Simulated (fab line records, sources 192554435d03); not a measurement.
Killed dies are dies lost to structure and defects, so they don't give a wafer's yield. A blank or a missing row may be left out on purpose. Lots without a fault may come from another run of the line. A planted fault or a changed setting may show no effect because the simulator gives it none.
fab line records | flow n5_finfet | part 2 of 2: steps 5 to 6 of 6
record lots=24 wafers=72 last_day=18
route steps=1938 shown BEOL_M7@1325 BEOL_M8@1332
lots that met no fault: from a run of the same line without faults
start_h: hours from the record's first day to the start of the lot's first wafer shown | wait_h: hours since the lot's step before | " the same as in the row above | L1.1+2: a row that stands for several wafers | - no value, or no start given | * or withheld: withheld | < > ~ a bound
route shown NAME@n: a module of which the file shows steps, and the number in the route of the first | usual: mean/standard deviation of fault-free wafers | same: alike in all rows | chamber/n: place in a boat | sites: the reading at each site | _std_site: their standard deviation | _edge_site: outer sites' mean less inner sites' | radius_mm: how far each site lies from the wafer's centre | mask NAME#n: copy n | behind: the tool/chamber that last shaped the wafer | hold: why the lot was held/for how many hours/how that ended | device: the transistor (n, p or np) that didn't switch | end of line: the same wafers' tests at the end of the route | a step without rows: its recipe alone | killed: dies lost to structure and defects at the first sort, not the wafer's yield | map: a wafer's dies, x killed, . not, _ none there
set.NAME: the setting as run; set.NAME@STEP: as run at that earlier step | model.NAME: the simulator's own value behind a step, which no gauge read
steps of the route over a sample of lots; a table a step, a row a wafer
services: from which hour (start_h, from the record's first day; less than 0 if before it) a tool's chamber was out of use, for how many hours, and why
## steps
# step N5_BEOL_M8_STRIP_19
# recipe chemistry=O2 power_w=400 temp_c=40 pressure_mtorr=30 rf_frequency_hz=6e+07 bias_power_w=0 overash_fraction=0.2 o2_flow_sccm=225
# usual drypump_motor_current_A=5.7/0.47 oes_product_au=0.78/0.099 rf_vpp_V=3.7/0.62 showerhead_plenum_p_Torr=2.051/0.029 temp_c=40.00/0.12 throttle_valve_pct=16.69/0.27
# columns lot.wafer tool chamber start_h wait_h drypump_motor_current_A oes_product_au rf_hours_counter_h rf_vpp_V showerhead_plenum_p_Torr temp_c throttle_valve_pct
L074.1 rie_diel-05 2 196.30 0.1 5.2 0.72 182 4.4 1.998 40.02 16.76
L074.2 " 3 " " 5.7 0.71 221 3.1 2.072 39.94 17.13
L074.5 " 0 " " 5.1 0.67 - 4.0 2.077 39.90 16.74
L075.1 rie_diel-01 2 205.10 0.1 5.7 0.94 17 3.6 2.055 40.08 16.65
L075.2 " 3 " " 4.8 0.71 205 4.1 2.071 39.99 16.86
L075.3 " 1 " " 5.7 0.68 244 3.2 2.067 40.05 16.88
L076.3 rie_diel-02 0 216.50 0.1 5.6 0.77 126 3.1 2.024 40.03 16.72
L076.4 " 2 " " 5.9 0.73 185 3.4 2.077 39.92 17.05
L076.6 " 1 " " 6.1 0.72 - 3.0 2.094 40.13 16.57
L077.4 rie_diel-05 1 227.89 0.1 6.0 0.94 - 3.3 2.061 39.99 16.34
L077.5 " 3 " " 5.7 0.69 - 4.0 2.067 40.11 17.15
L077.6 " 2 " " 5.1 0.71 - 3.5 1.993 39.95 16.81
L079.2 rie_diel-05 2 238.79 0.1 5.1 0.69 201 3.8 1.991 39.90 16.82
L079.4 " 1 " " 6.0 0.93 - 4.2 2.058 39.97 16.34
L079.6 " 3 " " 5.7 0.68 - 5.6 2.065 39.90 17.16
L080.1 rie_diel-05 3 241.97 0.2 5.7 0.69 242 3.2 2.065 40.25 17.17
L080.4 " 2 " " 5.2 0.71 204 2.9 1.990 39.95 16.81
L080.5 " 3 " " 5.7 0.69 - 2.3 2.065 40.22 17.17
L078.4 rie_diel-02 3 242.00 0.1 6.0 0.74 138 2.8 2.102 40.03 16.62
L078.5 " 2 " " 5.9 0.72 - 3.8 2.074 39.77 17.08
L078.6 " 3 " " 6.1 0.74 - 3.3 2.102 40.06 16.62
L081.3 rie_diel-05 2 245.25 0.1 5.1 0.70 204 3.9 1.990 39.94 16.81
L081.5 " 2 " " 5.1 0.70 - 3.9 1.990 39.92 16.83
L081.6 " 3 " " 5.7 0.68 - 4.4 2.064 40.08 17.17
L082.1 rie_diel-05 0 253.27 0.1 5.1 0.97 3 3.0 2.072 40.06 16.31
L082.3 " 3 " " 5.7 0.68 246 3.4 2.063 39.94 17.16
L082.5 " 2 " " 5.1 0.71 - 3.4 1.989 39.98 16.84
L085.1 rie_diel-05 1 266.10 0.1 6.0 0.91 24 3.7 2.055 40.03 16.36
L085.2 " 0 " " 5.1 0.95 7 4.3 2.071 39.90 16.31
L085.3 " 2 " " 5.1 0.69 211 3.1 1.988 40.23 16.82
L084.1 rie_diel-01 1 273.51 0.3 5.8 0.96 6 3.9 2.062 39.89 16.40
L084.3 " 3 " " 4.8 0.70 234 3.6 2.061 40.21 16.92
L084.6 " 1 " " 5.7 0.95 - 4.6 2.062 39.93 16.41
L083.2 rie_diel-01 1 274.27 0.4 5.7 0.95 7 3.3 2.061 40.06 16.41
L083.5 " 3 " " 4.8 0.70 - 3.0 2.061 39.93 16.93
L083.6 " 2 " " 5.7 0.88 - 3.8 2.044 40.08 16.71
L087.2 rie_diel-01 1 277.94 0.3 5.7 0.96 8 3.6 2.061 39.93 16.41
L087.3 " 2 " " 5.7 0.87 48 4.6 2.044 39.93 16.68
L087.6 " 3 " " 4.8 0.70 - 3.8 2.060 40.25 16.95
L086.3 rie_diel-01 0 280.49 0.1 6.5 0.83 85 3.2 2.036 39.92 16.32
L086.4 " 3 " " 4.8 0.70 238 3.7 2.060 40.07 16.93
L086.5 " 0 " " 6.5 0.82 - 4.1 2.036 39.94 16.32
L090.1 rie_diel-05 0 294.87 0.1 5.1 0.93 15 4.3 2.068 39.95 16.33
L090.2 " 1 " " 6.0 0.89 31 2.7 2.053 40.00 16.38
L090.6 " 1 " " 6.0 0.89 - 3.5 2.053 39.95 16.39
L088.2 rie_diel-01 0 298.24 0.1 6.5 0.81 93 3.4 2.034 39.97 16.34
L088.4 " 1 " " 5.7 0.94 15 4.0 2.059 39.98 16.42
L088.6 " 3 " " 4.8 0.70 - 4.0 2.057 40.00 16.93
L091.1 rie_diel-02 1 303.89 0.1 6.1 0.68 205 3.1 2.084 39.90 16.62
L091.4 " 2 " " 6.0 0.71 214 4.4 2.067 39.89 17.12
L091.6 " 2 " " 5.9 0.70 - 3.4 2.067 40.22 17.14
L089.2 rie_diel-02 1 312.70 0.1 6.1 0.69 208 4.7 2.083 39.94 16.60
L089.3 " 3 " " 6.0 0.72 163 2.7 2.093 40.12 16.66
L089.6 " 3 " " 6.0 0.73 - 3.3 2.094 39.99 16.67
L092.3 rie_diel-02 2 315.86 0.1 5.9 0.69 219 3.8 2.066 40.24 17.13
L092.4 " 0 " " 5.6 0.74 160 4.6 2.013 39.88 16.81
L092.6 " 2 " " 5.9 0.69 - 3.4 2.065 40.11 17.11
L093.1 rie_diel-01 2 320.78 0.1 5.7 0.84 68 3.8 2.037 40.29 16.76
L093.3 " 0 " " 6.5 0.79 101 4.0 2.031 39.84 16.38
L093.4 " 2 " " 5.7 0.84 - 4.9 2.037 40.19 16.73
L094.1 rie_diel-02 2 327.69 0.1 5.9 0.69 223 2.9 2.064 40.10 17.14
L094.5 " 2 " " 5.9 0.69 - 3.1 2.064 40.04 17.14
L094.6 " 3 " " 6.1 0.72 - 3.8 2.092 40.18 16.66
L095.2 rie_diel-01 1 337.19 0.1 5.7 0.89 34 4.5 2.052 39.84 16.47
L095.5 " 1 " " 5.7 0.88 - 3.5 2.052 39.91 16.48
L095.6 " 2 " " 5.7 0.83 - 3.0 2.034 39.88 16.76
L096.1 rie_diel-02 0 341.87 0.1 5.6 0.74 168 4.0 2.010 40.02 16.80
L096.2 " 1 " " 6.1 0.68 219 4.4 2.079 40.14 16.66
L096.3 " 3 " " 6.1 0.71 173 2.7 2.089 40.09 16.68
L097.1 rie_diel-01 3 349.18 0.1 4.8 0.97 2 4.6 2.056 39.90 16.51
L097.2 " 1 " " 5.8 0.89 40 2.7 2.050 39.95 16.51
L097.4 " 2 " " 5.7 0.83 81 4.4 2.032 40.01 16.78
# step N5_BEOL_M8_ETCH_65
# recipe chemistry=CF4 target=SiARC target_depth_a=156 mask_material=CAR-EUV time_s=26 ion_energy_ev=80 pressure_mtorr=40 source_w=545 bias_w=36 Ar_flow_sccm=100 cf4_flow_sccm=100 ends=cleared
# usual bias_w=36.00/0.11 drypump_motor_current_A=5.8/0.43 etch_rf_on_time_s=25.9/0.45 oes_product_au=0.66/0.076 rf_vpp_V=183.5/0.95 showerhead_plenum_p_Torr=2.10/0.032 throttle_valve_pct=15.63/0.28
# columns lot.wafer tool chamber start_h wait_h bias_w drypump_motor_current_A etch_rf_on_time_s oes_product_au rf_hours_counter_h rf_vpp_V showerhead_plenum_p_Torr throttle_valve_pct
L074.1 rie_diel-02 1 197.36 0.0 35.82 6.1 25.7 0.61 168 185.6 2.14 15.47
L074.2 " 3 " " 36.22 6.1 25.5 0.65 124 183.8 2.15 15.55
L074.5 " 1 " " 35.90 6.1 25.6 0.62 - 183.5 2.14 15.46
L075.1 rie_diel-05 1 206.25 0.0 35.84 6.0 25.4 0.85 0 184.5 2.11 15.24
L075.2 " 3 " " 36.07 5.7 26.1 0.59 227 182.6 2.12 16.10
L075.3 " 0 " " 36.03 5.0 26.2 0.57 245 184.0 2.11 15.65
L076.3 rie_diel-02 2 220.39 0.0 35.97 6.0 27.1 0.61 185 183.8 2.14 16.07
L076.4 " 3 " " 35.95 6.1 25.9 0.65 131 183.9 2.15 15.56
L076.6 " 1 " " 36.05 6.1 26.2 0.61 - 184.7 2.14 15.49
L077.4 rie_diel-05 3 231.08 0.0 35.93 5.7 26.2 0.58 - 184.1 2.12 16.12
L077.5 " 1 " " 36.15 6.0 25.3 0.79 - 183.2 2.10 15.24
L077.6 " 2 " " 35.96 5.1 26.0 0.60 - 182.1 2.04 15.77
L079.2 rie_diel-01 0 239.68 0.0 35.92 6.6 26.3 0.71 66 182.7 2.09 15.26
L079.4 " 2 " " 36.05 5.7 25.4 0.77 - 183.9 2.10 15.65
L079.6 " 0 " " 36.23 6.5 26.3 0.71 - 183.6 2.09 15.23
L080.1 rie_diel-02 2 243.34 0.0 36.02 5.9 26.7 0.61 192 185.2 2.13 16.09
L080.4 " 3 " " 35.91 6.1 25.8 0.64 138 182.4 2.15 15.58
L080.5 " 0 " " 36.01 5.6 25.7 0.65 - 182.4 2.06 15.64
L078.4 rie_diel-01 0 243.40 0.0 35.92 6.5 26.0 0.71 - 182.6 2.09 15.23
L078.5 " 3 " " 35.97 4.8 26.3 0.61 - 183.0 2.12 15.90
L078.6 " 2 " " 36.19 5.7 25.2 0.78 - 183.6 2.10 15.62
L081.3 rie_diel-05 1 246.76 0.0 36.09 6.0 25.5 0.78 18 181.8 2.10 15.27
L081.5 " 1 " " 36.11 6.0 25.4 0.78 - 184.0 2.10 15.26
L081.6 " 2 " " 36.03 5.1 26.0 0.59 - 182.8 2.04 15.77
L082.1 rie_diel-05 3 255.60 0.0 35.88 5.8 26.5 0.58 246 182.0 2.11 16.15
L082.3 " 1 " " 35.86 6.0 25.5 0.77 20 184.4 2.10 15.27
L082.5 " 2 " " 36.06 5.2 25.8 0.60 - 183.8 2.04 15.79
L085.1 rie_diel-02 1 267.72 0.0 35.86 6.1 25.8 0.60 192 183.7 2.13 15.52
L085.2 " 0 " " 36.09 5.6 25.7 0.65 141 183.1 2.06 15.64
L085.3 " 2 " " 36.00 5.9 26.7 0.60 201 183.1 2.13 16.10
L084.1 rie_diel-02 1 274.81 0.0 35.88 6.1 26.2 0.59 195 185.2 2.13 15.52
L084.3 " 0 " " 35.81 5.7 26.0 0.64 144 183.2 2.06 15.66
L084.6 " 0 " " 36.09 5.6 26.1 0.64 - 183.0 2.06 15.65
L083.2 rie_diel-01 2 275.31 0.0 36.07 5.7 25.6 0.75 47 182.7 2.10 15.66
L083.5 " 2 " " 35.94 5.7 25.5 0.75 - 185.8 2.10 15.67
L083.6 " 3 " " 36.06 4.8 26.5 0.60 - 183.5 2.12 15.93
L087.2 rie_diel-02 3 278.74 0.0 35.96 6.0 25.6 0.64 152 184.1 2.14 15.61
L087.3 " 1 " " 35.99 6.1 26.1 0.60 197 183.2 2.13 15.53
L087.6 " 0 " " 35.83 5.7 25.9 0.64 - 182.3 2.06 15.68
L086.3 rie_diel-02 0 281.97 0.0 36.09 5.7 25.8 0.64 147 183.8 2.06 15.67
L086.4 " 2 " " 36.08 6.0 27.0 0.60 208 184.1 2.13 16.12
L086.5 " 1 " " 36.17 6.0 26.3 0.59 - 185.0 2.13 15.51
L090.1 rie_diel-02 1 296.79 0.0 36.06 6.1 26.3 0.58 203 183.9 2.13 15.54
L090.2 " 2 " " 35.94 5.9 27.0 0.60 213 182.7 2.13 16.14
L090.6 " 2 " " 35.99 5.9 27.0 0.59 - 183.1 2.13 16.14
L088.2 rie_diel-05 1 302.63 0.0 35.93 6.0 25.4 0.75 35 182.2 2.10 15.31
L088.4 " 1 " " 35.95 6.0 25.4 0.75 - 184.2 2.10 15.32
L088.6 " 0 " " 36.22 5.1 25.8 0.78 - 183.2 2.10 15.20
L091.1 rie_diel-02 2 304.66 0.0 36.03 6.0 26.7 0.60 215 183.2 2.13 16.15
L091.4 " 0 " " 35.97 5.6 25.7 0.64 154 183.6 2.05 15.66
L091.6 " 2 " " 36.03 6.0 26.6 0.60 - 183.9 2.13 16.13
L089.2 rie_diel-01 2 315.03 0.0 36.17 5.7 25.2 0.73 64 184.2 2.09 15.70
L089.3 " 1 " " 35.93 5.8 25.0 0.79 23 184.6 2.10 15.38
L089.6 " 1 " " 35.98 5.7 25.0 0.80 - 183.3 2.10 15.35
L092.3 rie_diel-02 1 319.74 0.0 35.96 6.1 26.1 0.58 212 184.6 2.12 15.57
L092.4 " 0 " " 36.01 5.7 25.8 0.63 161 184.2 2.05 15.68
L092.6 " 1 " " 35.89 6.1 26.0 0.58 - 185.4 2.12 15.56
L093.1 rie_diel-01 1 322.82 0.0 36.08 5.7 25.6 0.78 27 183.5 2.10 15.37
L093.3 " 0 " " 35.99 6.5 26.4 0.68 102 183.4 2.08 15.31
L093.4 " 0 " " 35.85 6.5 26.3 0.68 - 183.1 2.08 15.31
L094.1 rie_diel-05 0 328.24 0.0 36.31 5.1 25.5 0.76 29 183.2 2.10 15.22
L094.5 " 2 " " 36.09 5.2 26.0 0.58 - 182.4 2.03 15.81
L094.6 " 0 " " 36.15 5.1 25.7 0.76 - 182.8 2.10 15.23
L095.2 rie_diel-02 2 340.54 0.0 36.14 5.9 26.8 0.58 228 183.6 2.12 16.16
L095.5 " 2 " " 36.02 5.9 26.5 0.59 - 185.2 2.12 16.17
L095.6 " 3 " " 35.92 6.0 25.6 0.62 - 184.7 2.14 15.65
L096.1 rie_diel-02 0 342.74 0.0 35.96 5.6 26.0 0.63 168 182.8 2.05 15.70
L096.2 " 2 " " 36.12 6.0 26.7 0.59 229 184.6 2.12 16.16
L096.3 " 3 " " 36.14 6.1 26.0 0.62 174 183.1 2.13 15.66
L097.1 rie_diel-01 3 352.18 0.0 36.01 4.8 26.0 0.81 2 182.4 2.11 15.47
L097.2 " 0 " " 36.03 6.5 26.4 0.67 115 182.4 2.07 15.31
L097.4 " 2 " " 36.03 5.7 25.7 0.71 82 180.5 2.09 15.74
## services
# columns tool chamber start_h hours kind
uv_cure-03 - 182.08 5.0 pm
uv_cure-03 - 188.87 0.9 repair
rie_diel-01 0 205.00 10.7 repair
rie_diel-05 3 217.36 2.8 repair
uv_cure-01 - 222.53 5.0 pm
rie_diel-01 1 226.12 7.0 repair
uv_cure-01 - 227.53 7.5 pm
uv_cure-03 - 229.12 1.0 pm
rie_diel-01 1 233.20 - clean
rie_diel-01 1 233.20 - consumable_replace:focus_ring
rie_diel-01 1 233.20 23.2 scheduled_down
rie_diel-01 1 233.20 23.2 vent_cycle
uv_cure-01 - 236.52 2.1 pm
uv_cure-02 - 253.49 1.0 pm
pecvd-01 - 256.49 0.9 repair
rie_diel-05 - 271.96 10.0 pm
uv_cure-03 - 279.69 2.1 pm
rie_diel-05 3 292.57 28.2 repair
uv_cure-03 - 305.67 0.6 repair
rie_diel-01 3 306.54 - clean
rie_diel-05 - 311.93 2.8 pm
rie_diel-05 3 321.20 7.7 repair
rie_diel-01 3 343.36 5.8 repair
rtp_anneal-02 - 349.02 1.1 pm
